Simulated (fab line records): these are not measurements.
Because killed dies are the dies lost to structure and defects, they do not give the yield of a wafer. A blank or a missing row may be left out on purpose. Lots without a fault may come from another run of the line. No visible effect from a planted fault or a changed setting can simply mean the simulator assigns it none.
Matching of chambers || flow n5Finfet || N5_BEOL_M10_ETCH_66 on rieDiel-04 has 4 sister chambers
The step etches SOC in N2/H2, target depth 120 nm, overetch 24 nm, time 180 s. 18 wafers are shown with their chamber, then 9 later ones without.

== EACH WAFER AND ITS CHAMBER ==
{"wafer": "L078.1", "chamber": 1, "showerheadPlenumPTorr (Torr)": 2.48, "drypumpMotorCurrentA (A)": 5.4, "rfVppV (V)": 521.4}
{"wafer": "L078.3", "chamber": 2, "showerheadPlenumPTorr (Torr)": 2.57, "drypumpMotorCurrentA (A)": 5.5, "rfVppV (V)": 524.5}
{"wafer": "L078.4", "chamber": 0, "showerheadPlenumPTorr (Torr)": 2.50, "drypumpMotorCurrentA (A)": 5.7, "rfVppV (V)": 523.0}
{"wafer": "L083.2", "chamber": 3, "showerheadPlenumPTorr (Torr)": 2.56, "drypumpMotorCurrentA (A)": 5.6, "rfVppV (V)": 524.8}
{"wafer": "L083.3", "chamber": 1, "showerheadPlenumPTorr (Torr)": 2.48, "drypumpMotorCurrentA (A)": 5.4, "rfVppV (V)": 522.1}
{"wafer": "L083.6", "chamber": 1, "showerheadPlenumPTorr (Torr)": 2.48, "drypumpMotorCurrentA (A)": 5.4, "rfVppV (V)": 521.7}
{"wafer": "L082.2", "chamber": 1, "showerheadPlenumPTorr (Torr)": 2.48, "drypumpMotorCurrentA (A)": 5.4, "rfVppV (V)": 523.3}
{"wafer": "L082.4", "chamber": 2, "showerheadPlenumPTorr (Torr)": 2.57, "drypumpMotorCurrentA (A)": 5.4, "rfVppV (V)": 524.8}
{"wafer": "L082.5", "chamber": 3, "showerheadPlenumPTorr (Torr)": 2.56, "drypumpMotorCurrentA (A)": 5.6, "rfVppV (V)": 525.2}
{"wafer": "L084.2", "chamber": 1, "showerheadPlenumPTorr (Torr)": 2.48, "drypumpMotorCurrentA (A)": 5.4, "rfVppV (V)": 522.2}
{"wafer": "L084.3", "chamber": 2, "showerheadPlenumPTorr (Torr)": 2.57, "drypumpMotorCurrentA (A)": 5.4, "rfVppV (V)": 524.7}
{"wafer": "L084.4", "chamber": 0, "showerheadPlenumPTorr (Torr)": 2.49, "drypumpMotorCurrentA (A)": 5.8, "rfVppV (V)": 521.9}
{"wafer": "L085.1", "chamber": 1, "showerheadPlenumPTorr (Torr)": 2.47, "drypumpMotorCurrentA (A)": 5.5, "rfVppV (V)": 521.6}
{"wafer": "L085.2", "chamber": 2, "showerheadPlenumPTorr (Torr)": 2.56, "drypumpMotorCurrentA (A)": 5.4, "rfVppV (V)": 525.3}
{"wafer": "L085.3", "chamber": 0, "showerheadPlenumPTorr (Torr)": 2.49, "drypumpMotorCurrentA (A)": 5.7, "rfVppV (V)": 522.3}
{"wafer": "L088.2", "chamber": 3, "showerheadPlenumPTorr (Torr)": 2.56, "drypumpMotorCurrentA (A)": 5.6, "rfVppV (V)": 525.5}
{"wafer": "L088.3", "chamber": 1, "showerheadPlenumPTorr (Torr)": 2.47, "drypumpMotorCurrentA (A)": 5.4, "rfVppV (V)": 521.6}
{"wafer": "L088.5", "chamber": 1, "showerheadPlenumPTorr (Torr)": 2.47, "drypumpMotorCurrentA (A)": 5.4, "rfVppV (V)": 521.3}

SIGNATURES, as means of the wafers listed above
{"reading": "showerheadPlenumPTorr", "chamber 0": 2.4933, "chamber 1": 2.4763, "chamber 2": 2.5675, "chamber 3": 2.5600, "scatter within a chamber": 0.00485}
{"reading": "drypumpMotorCurrentA", "chamber 0": 5.733, "chamber 1": 5.413, "chamber 2": 5.425, "chamber 3": 5.600, "scatter within a chamber": 0.0405}
{"reading": "rfVppV", "chamber 0": 522.400, "chamber 1": 521.900, "chamber 2": 524.825, "chamber 3": 525.167, "scatter within a chamber": 0.543}
Rule: a wafer lies at a distance from a chamber equal to the root of the sum of squares, over the readings, of (its reading less the chamber's mean, divided by the reading's scatter). The wafer belongs to the nearest chamber; if the next one is less than 2 further off, it can't be placed. How the scatter is found: for the shown wafers, subtract from each reading the mean of its chamber, square and add these, divide the total by (wafers less chambers), then take the root.

== WAFERS MISSING THEIR CHAMBER ==
{"wafer": "L090.2", "showerheadPlenumPTorr (Torr)": 2.47, "drypumpMotorCurrentA (A)": 5.4, "rfVppV (V)": 521.8}
{"wafer": "L090.3", "showerheadPlenumPTorr (Torr)": 2.56, "drypumpMotorCurrentA (A)": 5.5, "rfVppV (V)": 523.2}
{"wafer": "L090.4", "showerheadPlenumPTorr (Torr)": 2.56, "drypumpMotorCurrentA (A)": 5.6, "rfVppV (V)": 524.7}
{"wafer": "L093.1", "showerheadPlenumPTorr (Torr)": 2.56, "drypumpMotorCurrentA (A)": 5.4, "rfVppV (V)": 525.4}
{"wafer": "L093.3", "showerheadPlenumPTorr (Torr)": 2.49, "drypumpMotorCurrentA (A)": 5.8, "rfVppV (V)": 522.7}
{"wafer": "L093.6", "showerheadPlenumPTorr (Torr)": 2.49, "drypumpMotorCurrentA (A)": 5.7, "rfVppV (V)": 522.1}
{"wafer": "L097.1", "showerheadPlenumPTorr (Torr)": 2.55, "drypumpMotorCurrentA (A)": 5.6, "rfVppV (V)": 524.0}
{"wafer": "L097.3", "showerheadPlenumPTorr (Torr)": 2.55, "drypumpMotorCurrentA (A)": 5.4, "rfVppV (V)": 523.1}
{"wafer": "L097.6", "showerheadPlenumPTorr (Torr)": 2.55, "drypumpMotorCurrentA (A)": 5.6, "rfVppV (V)": 527.0}

== WHICH CHAMBER EACH WENT THROUGH ==
{"wafer": "L090.2", "from the rows above": 1, "in truth": 1}
{"wafer": "L090.3", "from the rows above": "can't be placed: 2 or 3", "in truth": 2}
{"wafer": "L090.4", "from the rows above": 3, "in truth": 3}
{"wafer": "L093.1", "from the rows above": 2, "in truth": 2}
{"wafer": "L093.3", "from the rows above": 0, "in truth": 0}
{"wafer": "L093.6", "from the rows above": 0, "in truth": 0}
{"wafer": "L097.1", "from the rows above": 3, "in truth": 3}
{"wafer": "L097.3", "from the rows above": "can't be placed: 2 or 3", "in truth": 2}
{"wafer": "L097.6", "from the rows above": 3, "in truth": 3}
Correct placement for 7 of the 9. From these rows, 2 cannot be placed; in 2 the true chamber is one of the candidates. Wrongly placed: 0.
